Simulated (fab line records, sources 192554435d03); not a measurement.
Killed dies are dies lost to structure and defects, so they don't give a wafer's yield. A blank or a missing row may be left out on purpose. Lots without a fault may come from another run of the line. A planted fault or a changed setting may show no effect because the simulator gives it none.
One fault seen from 2 desks | flow n5_finfet | each desk has only its own numbers; what lay behind them comes last

THE METROLOGY DESK
What the gauges read, lot by lot, whatever tool the lot ran on: means of the sampled wafers that have a number. A lot is out of limits, marked OUT, if its mean lies more than 4 standard deviations from the usual mean; the brackets give that distance. Of its 11 readings 7 are shown: the one that was out of limits first, and those that lie furthest out on some lot.
Columns: A = trench_depth_nm at N5_FIN_SAQP_OCD_MEAS_76, usual 119.2 nm; B = IOFF_P at N5_BEOL_M4_RC_MEAS_101, usual 0.21 nA/um; C = ION_N at N5_BEOL_M4_RC_MEAS_101, usual 672 uA/um; D = ION_P at N5_BEOL_M4_RC_MEAS_101, usual 459 uA/um; E = SS_N at N5_BEOL_M4_RC_MEAS_101, usual 71.6 mV/dec; F = VT_N at N5_BEOL_M4_RC_MEAS_101, usual 250 mV; G = VT_P at N5_BEOL_M4_RC_MEAS_101, usual -250.5 mV
lot  | first seen here | A               | B    | C   | D   | E    | F   | G
L289 | day 2 20:18     | 118.5           | 0.20 | 676 | 462 | 71.5 | 249 | -252.0
L293 | day 3 21:25     | 118.3           | 0.21 | 672 | 460 | 72.5 | 250 | -249.6
L294 | day 4 02:58     | 119.1           | 0.17 | 665 | 453 | 70.7 | 250 | -253.7
L295 | day 4 08:52     | 119.3           | 0.19 | 673 | 458 | 71.6 | 251 | -250.9
L300 | day 5 15:38     | 118.7           | 0.22 | 660 | 453 | 72.5 | 252 | -250.3
L301 | day 5 21:17     | 144.1 (+17) OUT | 0.17 | 664 | 453 | 71.4 | 253 | -255.2
L302 | day 6 02:33     | 157.8 (+26) OUT | 0.20 | 656 | 450 | 71.3 | 253 | -250.0
L306 | day 7 03:55     | 120.0           | 0.22 | 673 | 457 | 71.7 | 250 | -252.9
L307 | day 7 09:02     | 118.8           | 0.23 | 683 | 466 | 71.3 | 248 | -248.0
This desk's finding: out of limits on L301, L302; first on L301, day 5 21:17 (trench_depth_nm at N5_FIN_SAQP_OCD_MEAS_76). In limits: L289, L293, L294, L295, L300, L306, L307.

THE TOOL OWNER'S DESK: rie_si-03
The tool's own readings at N5_FIN_SAQP_FIN_ETCH_36 (etches the open film in HBr/Cl2/O2, target depth 120 nm, time 50.4 s): means of the sampled wafers that have a number, for each lot that ran on this tool. A lot is out of limits, marked OUT, if its mean lies more than 4 standard deviations from the usual mean; the brackets give that distance.
Columns: A = drypump_motor_current_A at N5_FIN_SAQP_FIN_ETCH_36, usual 5.7 A; B = mfc_cl2_sccm at N5_FIN_SAQP_FIN_ETCH_36, usual 80.04 sccm; C = oes_product_au at N5_FIN_SAQP_FIN_ETCH_36, usual 0.996 a.u.; D = throttle_valve_pct at N5_FIN_SAQP_FIN_ETCH_36, usual 36.2 %
lot  | first seen here | A   | B     | C                | D
L289 | day 2 20:05     | 6.1 | 80.13 | 0.994            | 36.6
L294 | day 4 02:44     | 6.1 | 80.00 | 0.998            | 36.6
L295 | day 4 08:39     | 6.1 | 80.31 | 0.995            | 36.6
L301 | day 5 21:04     | 6.1 | 80.03 | 1.149 (+7.3) OUT | 36.3
L302 | day 6 02:20     | 5.7 | 80.38 | 1.236 (+11) OUT  | 35.8
This desk's finding: out of limits on L301, L302; first on L301, day 5 21:04 (oes_product_au at N5_FIN_SAQP_FIN_ETCH_36). In limits: L289, L294, L295.

PUT TOGETHER
The tool owner's desk could have raised an alarm at day 5 21:04, on L301, L302.
The metrology desk could have raised an alarm at day 5 21:17, on L301, L302.
Of the lots named, all ran N5_FIN_SAQP_FIN_ETCH_36 on rie_si-03.

WHAT THE SIMULATOR HAD PUT IN
Process parameter drift: rie_si-03, from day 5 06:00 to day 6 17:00, at N5_FIN_SAQP_FIN_ETCH_36. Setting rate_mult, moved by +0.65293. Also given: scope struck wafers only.
Lots struck among those shown: L301, L302.
Hours from the fault's start to each desk's first reading out of limits: the tool owner's desk, 15; the metrology desk, 15.
